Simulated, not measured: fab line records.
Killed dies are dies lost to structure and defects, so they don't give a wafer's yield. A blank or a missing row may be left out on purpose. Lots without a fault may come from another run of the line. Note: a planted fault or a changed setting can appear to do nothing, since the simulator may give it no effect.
The tool behind it: which one? -- flow n5Finfet -- Sampling: 10 lots, 30 wafers, 6 of 1938 route steps

== WHAT EACH GAUGE READ, for each wafer ==
N5_BEOL_M2_RS_MEAS_58: measures by four-point-probe. Usual: for M2_RS the level is 0.68 ohm/sq and the standard deviation is 0.031.
lot,measured,on,M2_RS (ohm/sq),flag
L600,day 7 00:19,filmMetro-02,0.63 0.66 0.67,
L601,day 7 02:03,filmMetro-01,0.66 0.67 0.65,
L603,day 7 20:20,filmMetro-02,0.66 0.65 0.61,
L605,day 8 10:30,filmMetro-01,0.64 0.72 0.66,
L609,day 9 08:23,filmMetro-01,0.68 0.66 0.73,
L608,day 9 13:58,filmMetro-02,0.72 0.72 0.66,
L610,day 9 21:12,filmMetro-02,0.63 0.72 0.69,
L611,day 10 02:19,filmMetro-02,0.71 0.65 0.70,
L616,day 11 04:28,filmMetro-02,0.72 0.65 0.66,
L619,day 12 02:07,filmMetro-01,0.64 0.67 0.72,

N5_BEOL_M3_CD_MEAS_11: the cd target is 17.05 nm. Usual: 17.13 nm for cdNm, sd 0.25.
lot,measured,on,cdNm (nm),flag
L600,day 7 02:05,cdSem-02,17.06 17.14 17.00,
L601,day 7 02:40,cdSem-02,16.91 17.30 17.35,
L603,day 7 21:14,cdSem-03,16.96 17.02 16.64,
L605,day 8 12:37,cdSem-01,17.54 17.84 17.33,
L609,day 9 09:52,cdSem-01,16.94 17.16 17.04,
L608,day 9 16:08,cdSem-02,17.21 17.25 17.37,
L610,day 9 22:07,cdSem-03,17.00 17.26 16.95,
L611,day 10 03:26,cdSem-03,17.22 17.36 17.41,
L616,day 11 05:41,cdSem-02,18.01 17.76 17.73,
L619,day 12 02:54,cdSem-02,16.95 17.53 17.12,

N5_BEOL_M3_INSPECT_13: inspects for defects (brightfield). Usual: 435 for rawDefectCount, sd 110.
lot,measured,on,rawDefectCount,flag
L600,day 7 02:10,defectInspect-02,508 485 765,
L601,day 7 02:45,defectInspect-02,466 519 527,
L603,day 7 21:19,defectInspect-01,609 436 412,
L605,day 8 12:43,defectInspect-01,431 314 430,
L609,day 9 09:58,defectInspect-02,366 334 540,
L608,day 9 16:13,defectInspect-02,305 362 304,
L610,day 9 22:12,defectInspect-01,442 446 486,
L611,day 10 03:31,defectInspect-01,364 369 404,
L616,day 11 05:46,defectInspect-02,541 550 394,
L619,day 12 02:59,defectInspect-01,291 355 309,

N5_BEOL_M4_RC_MEAS_101. Usual: DIBL_N 35.9 mV/V, standard deviation 1.8; DIBL_P 36.2 mV/V, standard deviation 2; IOFF_N 0.16 nA/um, standard deviation 0.031; IOFF_P 0.22 nA/um, standard deviation 0.041; ION_N 676 uA/um, standard deviation 11; ION_P 465 uA/um, standard deviation 8.5; SS_N 71.4 mV/dec, standard deviation 0.64; SS_P 73.2 mV/dec, standard deviation 0.7; VT_N 250 mV, standard deviation 3.5; VT_P -250 mV, standard deviation 3.9.
lot,measured,on,DIBL_N (mV/V),DIBL_P (mV/V),IOFF_N (nA/um),IOFF_P (nA/um),ION_N (uA/um),ION_P (uA/um),SS_N (mV/dec),SS_P (mV/dec),VT_N (mV),VT_P (mV),flag
L600,day 8 04:23,prober-01,35.4 36.9 35.3,35.3 37.8 34.9,0.13 0.17 0.14,0.22 0.29 0.23,672 694 674,466 484 476,71.4 71.1 70.7,72.4 73.3 73.0,255 249 252,-249 -244 -246,
L601,day 8 04:22,prober-02,35.3 34.0 35.9,37.7 35.3 37.8,0.15 0.13 0.16,0.21 0.18 0.22,681 657 688,472 456 467,70.8 70.9 70.8,73.5 73.1 73.5,250 253 251,-250 -252 -249,
L603,day 8 21:01,prober-02,32.6 29.3 34.5,34.6 29.7 34.9,0.12 0.08 0.14,0.18 0.12 0.18,668 652 655,462 450 451,70.5 70.0 71.0,72.7 71.0 71.9,254 260 252,-248 -254 -251,
L605,day 9 22:53,prober-02,35.2 36.6 34.1,35.6 37.7 34.7,0.13 0.16 0.12,0.18 0.22 0.16,658 671 672,448 462 462,72.0 72.2 71.5,73.5 73.9 73.3,252 248 252,-258 -254 -255,
L609,day 10 02:59,prober-01,36.3 36.3 36.5,36.6 36.9 36.9,0.16 0.16 0.16,0.25 0.26 0.25,678 673 688,470 465 477,70.6 71.3 71.2,73.6 72.8 72.9,247 249 249,-242 -245 -246,
L608,day 10 15:37,prober-01,34.9 35.7 34.9,37.0 37.8 37.7,0.15 0.17 0.15,0.21 0.23 0.23,687 681 675,466 467 468,71.2 72.0 71.4,73.0 73.2 73.7,249 251 249,-249 -249 -249,
L610,day 10 22:18,prober-01,36.8 37.4 38.1,36.0 37.1 37.7,0.13 0.16 0.18,0.19 0.21 0.24,653 679 680,450 465 473,72.2 71.1 72.2,72.7 73.3 73.7,256 248 249,-252 -253 -250,
L611,day 11 02:14,prober-01,36.9 35.8 37.7,35.8 34.5 36.8,0.16 0.14 0.17,0.21 0.19 0.23,675 665 680,461 453 463,72.6 71.9 71.8,73.1 73.6 73.5,249 251 249,-250 -252 -247,
L616,day 12 02:34,prober-01,37.0 35.4 36.2,35.9 35.0 35.4,0.19 0.14 0.16,0.23 0.20 0.21,682 678 671,465 468 462,72.1 72.1 72.0,72.8 72.6 73.4,244 251 250,-248 -251 -251,
L619,day 13 02:40,prober-01,38.3 38.3 37.5,40.2 39.0 37.9,0.22 0.20 0.18,0.28 0.26 0.24,679 685 678,470 476 464,72.5 72.2 72.2,74.3 73.0 73.7,247 246 248,-245 -246 -247,

== EACH LOT AND THE TOOL THAT RAN IT (in order: tool; ch and the chambers of the sampled wafers; start) ==
lot,N5_BEOL_M2_CO_CAP_55,N5_BEOL_M3_EXPOSE_08
L600,"cvdCo-02 ch 1,2, day 7 00:06","euvScanner-02 ch 0, day 7 01:58"
L601,"cvdCo-01 ch 0,1,2, day 7 01:52","euvScanner-02 ch 0, day 7 02:32"
L603,"cvdCo-01 ch 0,1,2, day 7 20:10","euvScanner-02 ch 0, day 7 21:07"
L605,"cvdCo-01 ch 0,1,2, day 8 10:17","euvScanner-01 ch 0, day 8 12:30"
L609,"cvdCo-02 ch 0,1,2, day 9 08:12","euvScanner-02 ch 0, day 9 09:45"
L608,"cvdCo-01 ch 1,2, day 9 13:47","euvScanner-01 ch 0, day 9 16:01"
L610,"cvdCo-02 ch 1,2, day 9 21:01","euvScanner-02 ch 0, day 9 21:59"
L611,"cvdCo-01 ch 0,2, day 10 02:08","euvScanner-01 ch 0, day 10 03:18"
L616,"cvdCo-02 ch 0,1,2, day 11 04:17","euvScanner-02 ch 0, day 11 05:33"
L619,"cvdCo-01 ch 0,1,2, day 12 01:56","euvScanner-01 ch 0, day 12 02:47"
- N5_BEOL_M2_CO_CAP_55: material Co, precursor CCTBA/H2, target thk 2 nm, time 102.1 s.
- N5_BEOL_M3_EXPOSE_08: exposes mask M3.

== AS READ BY THE TOOLS THEMSELVES (means over the sampled wafers that have a number; for cases with no such wafer, the mark the record gives instead) ==
N5_BEOL_M2_CO_CAP_55. Usual: 229 W for heaterPowerW, sd 15.
lot,tool,heaterPowerW (W),flag
L600,cvdCo-02,236,
L601,cvdCo-01,231,
L603,cvdCo-01,236,
L605,cvdCo-01,233,
L609,cvdCo-02,222,
L608,cvdCo-01,227,
L610,cvdCo-02,234,
L611,cvdCo-01,227,
L616,cvdCo-02,223,
L619,cvdCo-01,234,

N5_BEOL_M3_EXPOSE_08. Usual: exposureDoseMJCm2 33.04, standard deviation 0.25; reticleTempC 22.99 C, standard deviation 0.11.
lot,tool,exposureDoseMJCm2,reticleTempC (C),flag
L600,euvScanner-02,32.81,22.89,
L601,euvScanner-02,32.89,23.00,
L603,euvScanner-02,32.91,22.88,
L605,euvScanner-01,33.43,23.16,
L609,euvScanner-02,32.88,22.87,
L608,euvScanner-01,33.39,23.08,
L610,euvScanner-02,32.88,23.00,
L611,euvScanner-01,33.36,22.94,
L616,euvScanner-02,34.07,22.81,OFF
L619,euvScanner-01,33.40,22.97,

== THE ANSWER, worked out from the rows above alone ==
Rule: lot off if the mean of its wafers having a number is beyond 3 standard deviations from the usual mean. Also off: a lot with no number at a reading for which 4 or more lots have one. All remaining lots with rows at the step are treated as sound. First the gauges in route order, then the tools' own readings, where a lot's mean is used as printed above. The first step at which some lot is off is used, and at that step the reading that is off furthest; a lot without a number counts as furthest.
Off, at N5_BEOL_M3_EXPOSE_08 on exposureDoseMJCm2: L616.
If a tool, at that step or one of the process steps before it, ran each lot that is off and ran no sound lot following the first of them, it fits. Can't be told from this: 2 tools fit, cvdCo-02 at N5_BEOL_M2_CO_CAP_55, euvScanner-02 at N5_BEOL_M3_EXPOSE_08.

== WHAT THE SIMULATOR PUT IN ==
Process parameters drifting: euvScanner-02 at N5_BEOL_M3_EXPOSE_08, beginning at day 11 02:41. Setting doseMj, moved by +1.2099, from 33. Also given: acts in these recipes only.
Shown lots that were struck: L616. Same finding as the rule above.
